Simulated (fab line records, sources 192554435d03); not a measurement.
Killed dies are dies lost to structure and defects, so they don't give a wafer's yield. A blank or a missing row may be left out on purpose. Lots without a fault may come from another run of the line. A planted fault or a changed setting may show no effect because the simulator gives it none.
Chamber matching | flow n5_finfet | N5_BEOL_M2_ALD_98 on ald_sin-01: 4 sister chambers
The step deposits SiO2, target thk 2.5 nm, pulse time 1 s, co reactant pulse time 1 s. 7 wafers are shown with their chamber, then 8 later ones without.

WAFERS WITH THEIR CHAMBER
wafer  | chamber | heater_power_w (W) | precursor_pulse_height_rel
L815.1 | 1       | 85                 | 0.965
L818.2 | 2       | 76                 | 1.059
L818.5 | 3       | 73                 | 0.986
L819.1 | 0       | 69                 | 0.993
L819.2 | 2       | 75                 | 1.001
L819.6 | 3       | 73                 | 1.033
L820.1 | 0       | 70                 | 0.992

WAFERS WITHOUT THEIR CHAMBER
wafer  | heater_power_w (W) | precursor_pulse_height_rel
L820.4 | 73                 | 1.011
L820.5 | 75                 | 0.997
L822.1 | 75                 | 1.011
L822.2 | 84                 | 0.963
L822.5 | 72                 | 0.969
L821.1 | 83                 | 1.011
L821.5 | 72                 | 0.990
L821.6 | 75                 | 1.023

WHICH CHAMBER EACH WENT THROUGH
wafer  | from the rows above | in truth
L820.4 | 3                   | 3
L820.5 | 2                   | 2
L822.1 | 2                   | 2
L822.2 | 1                   | 1
L822.5 | 3                   | 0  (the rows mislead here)
L821.1 | 1                   | 1
L821.5 | 3                   | 3
L821.6 | 2                   | 2
Placed correctly: 7 of 8. Can't be placed from these rows: 0. Placed wrongly: 1.
How it was worked out, from the rows above alone: a wafer's distance from a chamber is the root of the sum, over the readings, of the square of ((its reading less the chamber's mean) divided by the reading's scatter). The wafer belongs to the nearest chamber; if the next one is less than 2 further off, it can't be placed. A chamber's mean is the mean of its shown wafers. The scatter: the root of (the sum of the squares of (reading less its chamber's mean) over the shown wafers, divided by (wafers less chambers)).
